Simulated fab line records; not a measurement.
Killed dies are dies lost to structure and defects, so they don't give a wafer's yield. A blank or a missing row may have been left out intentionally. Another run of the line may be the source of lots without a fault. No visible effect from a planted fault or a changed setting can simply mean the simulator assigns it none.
Struck lot and sound lot, side by side | flow n5-finfet | 37 steps out of a route of 1938
Sound: these wafers, L965.1, L965.2, L965.5. Struck: wafer L969.3 (left out: L969.1, L969.4 of the same lot, which were not struck); the cause appears at the end.
Per side, at each step with rows, come the tool, then ch with its chambers, and then its first start. Under that, the readings that differ: sound wafers | struck wafers | difference of the means | sigmas: that difference in standard deviations of wafers without a fault.
alike: readings with means less than 2 such deviations apart, plus words and numbers identical on both sides. not compared: withheld readings, readings lacking a value on some wafer, bounds such as >300 that could conceal the same value, and numbers that have no deviation in the record and whose values overlap.
Wherever a step has rows on one side only, a row that says differs or no value, or a row with sigmas, the two part there. Numbers that don't overlap but have no deviation are shown without sigmas and don't part them. Lack of a reading on every wafer of one side parts them only where that side has two or more wafers.

first, 9 steps without rows for these wafers: N5_MOL_CONTACT_COAG_COAT_34 (resist thk 40 nm); N5_MOL_CONTACT_COAG_EBR_36; N5_MOL_CONTACT_COAG_SOFTBAKE_35 (time 60 s); N5_MOL_CONTACT_COAG_EXPOSE_37 (exposes mask VD, defocus 0 nm); N5_MOL_CONTACT_COAG_PEB_38 (peb time 60 s); N5_MOL_CONTACT_COAG_DEVELOP_39 (develop time 30 s); N5_MOL_CONTACT_COAG_DESCUM_45 (chemistry O2, time 7 s); N5_MOL_CONTACT_COAG_ETCH_65 (etches underlayer in N2/H2, target depth 13 nm, time 10.4 s); N5_MOL_CONTACT_COAG_ETCH_66 (etches SiARC in CF4, target depth 13 nm, time 21.7 s).
N5_MOL_CONTACT_COAG_ALD_133: deposits SiO2, target thk 5 nm, pulse time 1 s, co reactant pulse time 1 s.
  sound on ald-sin-01 ch 0,1,3, day 8 06:26; struck on ald-sin-01 ch 3, day 9 03:31
  reading                                            | sound    | struck | difference | sigmas
  ald-cycles                                         | 35 35 35 | 27     | -8         |
  model.SiO2_of_MOL_CONTACT_COAG_ALD_133.thk-nm (nm) | 5 5 5    | 3.8    | -1.2       |
  alike: heater-power-w, precursor-pulse-height-rel
then, 25 steps without rows for these wafers: N5_MOL_CONTACT_COAG_ETCHBACK_134 (etches SiO2 in CHF3, target depth 10 nm, time 6.7 s); N5_MOL_CONTACT_COAG_ETCH_67 (etches SOC in N2/H2, target depth 60 nm, overetch 21 nm, time 101.2 s); N5_MOL_CONTACT_COAG_STRIP_68 (strips in N2/H2); N5_MOL_CONTACT_COAG_STRIP_69 (strips in N2/H2); N5_MOL_CONTACT_COAG_ETCHBACK_136 (etches SiO2 in CHF3, target depth 25 nm, time 16.7 s); N5_MOL_CONTACT_COAG_STRIP_120 (strips in CHF3); N5_MOL_CONTACT_COAG_VIA_ETCH_117 (etches SiO2 in C4F6/O2, target depth 40 nm, overetch 8 nm, time 26 s); N5_MOL_CONTACT_COAG_ETCH_124 (etches SiNx in CH3F/O2, stops on SiOC, target depth 6.5 nm); N5_MOL_CONTACT_COAG_ETCH_48 (etches SiOC in C4F6/O2, target depth 15 nm, overetch 4.5 nm, time 17 s); N5_MOL_CONTACT_COAG_STRIP_72 (strips in N2/H2); N5_MOL_CONTACT_COAG_STRIP_49 (strips in N2/H2, time 30 s); N5_MOL_CONTACT_COAG_PRECLEAN_138 (cleans in alkaline clean, time 60 s); N5_MOL_CONTACT_COAG_SRD_139 (time 30 s); N5_MOL_CONTACT_COAG_PRE_CLEAN_121; N5_MOL_CONTACT_COAG_CVD_140 (deposits W, target thk 66.5 nm, time 215 s); N5_MOL_CONTACT_COAG_PRECLEAN_127 (cleans in DIW, time 57.5 s); N5_MOL_CONTACT_COAG_SRD_128 (dry time 32 s); N5_MOL_CONTACT_COAG_CMP_52 (polishes, stops on SiO2, t overpolish 1.5 s, target thk 66.5 nm); N5_MOL_CONTACT_COAG_ANNEAL_112 (time 1800 s); N5_BEOL_M0_SAQP_PECVD_00 (deposits SiCN from 3MS/NH3, target thk 8 nm, time 14 s); N5_BEOL_M0_SAQP_ILD_DEP_01 (deposits SiOC from DEMS/O2, target thk 45.419 nm, time 8.7 s); N5_BEOL_M0_SAQP_HM_DEP_02 (deposits TiN, target thk 12 nm); N5_BEOL_M0_SAQP_PECVD_03 (deposits SiCN from 3MS/NH3, target thk 12 nm, time 21.1 s); N5_BEOL_M0_SAQP_PECVD_96 (deposits a-Si from SiH4/He, target thk 45 nm, time 45.2 s); N5_BEOL_M0_SAQP_PECVD_97 (deposits SiNx from SiH4/NH3/N2, target thk 23 nm, time 19.9 s).
-- here the record skips 3 days between the struck wafers' starts before and after, leaving off in module BEOL_M0_SAQP and picking up in module BEOL_M4 (first step shown: number 1111 of the route) --
N5_BEOL_M4_RC_MEAS_101:
  sound on prober-02 ch 0, day 11 00:19; struck on prober-01 ch 0, day 11 22:49
  reading       | sound          | struck | difference | sigmas
  SS_P (mV/dec) | 74.8 73.3 74.3 | 72.7   | -1.4       | -2
  alike: DIBL_N, DIBL_P, IOFF_N, IOFF_P, ION_N, ION_P, SS_N, VT_N, VT_P
-- a jump in the record: the struck wafers' starts before and after are 4 days apart (it breaks off in module BEOL_M4 and resumes in module PASSIVATION, where the first step shown is number 1936 of the route) --
N5_PASSIVATION_PROBE_49:
  the record has rows for the struck wafers here (prober-02, day 16 08:19) and none for the sound ones

== WHERE THEY PART ==
Last at N5_PASSIVATION_PROBE_49 as far as this record goes, first at N5_BEOL_M4_RC_MEAS_101.

WHY: what had been put in by the simulator
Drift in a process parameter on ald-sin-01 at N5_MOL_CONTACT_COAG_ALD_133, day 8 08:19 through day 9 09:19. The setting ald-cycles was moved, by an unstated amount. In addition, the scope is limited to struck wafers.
